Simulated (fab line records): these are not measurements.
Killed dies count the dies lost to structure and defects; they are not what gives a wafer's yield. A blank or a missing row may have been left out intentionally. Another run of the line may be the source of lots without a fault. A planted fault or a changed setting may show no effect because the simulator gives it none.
Split-lot experiment :: flow n5 finfet :: 21 wafers read across 7 lots, on a route 1938 steps long

## SPLIT DETAILS
At N5_SD_EPI_P_PEB_07 (peb time 60 s), the setting peb time s was moved away from the recipe's 60 s on 7 of the 21 wafers read, by -10.6% to +20.3%. For the rest of the wafers, this setting stayed at what the recipe calls for.

## FROM THE SPLIT TO THE READING: what the file shows between them, 1 step
- N5_SD_EPI_P_DEVELOP_08: develop time 30 s

## THE READING
Shown in nm: cd nm at N5_SD_EPI_P_CD_MEAS_09, with target cd 240 nm. On this fab line, fault-free wafers typically give 240.2 nm with a standard deviation of 1.1 nm.

wafer: L076.3
tool, chamber at the split: litho track-04, 0
peb time s as run, s: 60
against the recipe: recipe
cd nm, nm: 240.4
against lot-mates on the recipe: -

wafer: L076.5
tool, chamber at the split: litho track-04, 0
peb time s as run, s: 71
against the recipe: +18.3%
cd nm, nm: 246.3
against lot-mates on the recipe: +6.6

wafer: L076.6
tool, chamber at the split: litho track-04, 0
peb time s as run, s: 60
against the recipe: recipe
cd nm, nm: 239.1
against lot-mates on the recipe: -

wafer: L078.1
tool, chamber at the split: litho track-04, 0
peb time s as run, s: 60
against the recipe: recipe
cd nm, nm: 239.8
against lot-mates on the recipe: -

wafer: L078.3
tool, chamber at the split: litho track-04, 0
peb time s as run, s: 72.17
against the recipe: +20.3%
cd nm, nm: 247.0
against lot-mates on the recipe: +7.2

wafer: L078.6
tool, chamber at the split: litho track-04, 0
peb time s as run, s: 72.17
against the recipe: +20.3%
cd nm, nm: 245.9
against lot-mates on the recipe: +6.1

wafer: L079.2
tool, chamber at the split: litho track-02, 0
peb time s as run, s: 60
against the recipe: recipe
cd nm, nm: 239.9
against lot-mates on the recipe: -

wafer: L079.5
tool, chamber at the split: litho track-02, 0
peb time s as run, s: 60
against the recipe: recipe
cd nm, nm: 241.7
against lot-mates on the recipe: -

wafer: L079.6
tool, chamber at the split: litho track-02, 0
peb time s as run, s: 60
against the recipe: recipe
cd nm, nm: 241.4
against lot-mates on the recipe: -

wafer: L080.1
tool, chamber at the split: litho track-01, 0
peb time s as run, s: 60
against the recipe: recipe
cd nm, nm: 240.4
against lot-mates on the recipe: -

wafer: L080.3
tool, chamber at the split: litho track-01, 0
peb time s as run, s: 53.62
against the recipe: -10.6%
cd nm, nm: 236.8
against lot-mates on the recipe: -3.6

wafer: L080.4
tool, chamber at the split: litho track-01, 0
peb time s as run, s: 53.62
against the recipe: -10.6%
cd nm, nm: 236.6
against lot-mates on the recipe: -3.8

wafer: L083.3
tool, chamber at the split: litho track-02, 0
peb time s as run, s: 60
against the recipe: recipe
cd nm, nm: 241.7
against lot-mates on the recipe: -

wafer: L083.4
tool, chamber at the split: litho track-02, 0
peb time s as run, s: 60
against the recipe: recipe
cd nm, nm: 241.7
against lot-mates on the recipe: -

wafer: L083.6
tool, chamber at the split: litho track-02, 0
peb time s as run, s: 60
against the recipe: recipe
cd nm, nm: 240.8
against lot-mates on the recipe: -

wafer: L085.3
tool, chamber at the split: litho track-04, 0
peb time s as run, s: 60
against the recipe: recipe
cd nm, nm: 238.2
against lot-mates on the recipe: -

wafer: L085.5
tool, chamber at the split: litho track-04, 0
peb time s as run, s: 60
against the recipe: recipe
cd nm, nm: 238.5
against lot-mates on the recipe: -

wafer: L085.6
tool, chamber at the split: litho track-04, 0
peb time s as run, s: 60
against the recipe: recipe
cd nm, nm: 240.0
against lot-mates on the recipe: -

wafer: L087.2
tool, chamber at the split: litho track-04, 0
peb time s as run, s: 63.39
against the recipe: +5.6%
cd nm, nm: 242.9
against lot-mates on the recipe: +3.2

wafer: L087.4
tool, chamber at the split: litho track-04, 0
peb time s as run, s: 63.39
against the recipe: +5.6%
cd nm, nm: 240.0
against lot-mates on the recipe: +0.3

wafer: L087.5
tool, chamber at the split: litho track-04, 0
peb time s as run, s: 60
against the recipe: recipe
cd nm, nm: 239.7
against lot-mates on the recipe: -

FIT RESULTS
A straight line over all 21 wafers: cd nm changes by +0.315 nm for each +1% of peb time s; r = +0.92; the points scatter about the line by 1.1 nm.
The same after taking each lot's own level away (the mean of its wafers on the recipe; 21 wafers): +0.338 nm for each +1%; r = +0.97; scatter 0.73 nm.
The reading moves by 6.9 nm for the largest change in peb time s, on that fit.
The span of the lots' own levels, 238.90 to 241.40 nm, comes to 2.3 times the standard deviation stated above.
So the lot-to-lot level changes the slope little: the two slopes agree.
Check: +6.68 nm against its lot-mates is what the line predicts for one of the wafers moved furthest among these (+20.3%) when that wafer is left out of the fit. Against them it came out at +7.2 nm.

## THE WHOLE CHAIN: every reading that the file lists as answering this split, in the file's order
step: N5_SD_EPI_P_CD_MEAS_09
what it does: target cd 240 nm
reading: cd nm
change (the file's fit): +0.342 nm for each +1% of the setting
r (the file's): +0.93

step: N5_SD_EPI_P_DESCUM_14
what it does: chemistry O2, time 7.9 s
reading: SD_EPI_P.cd nm (the simulator's own value, which no gauge read)
change (the file's fit): +0.335 nm for each +1% of the setting
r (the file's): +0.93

step: N5_SD_EPI_P_ETCH_36
what it does: etches SiARC in CF4, target depth 45.5 nm, time 75.8 s
reading: SD_EPI_P.cd nm (the simulator's own value, which no gauge read)
change (the file's fit): +0.317 nm for each +1% of the setting
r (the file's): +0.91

## THE FILE'S OWN FIT
cd nm changes by +0.342 nm for each +1% of peb time s, r = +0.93.
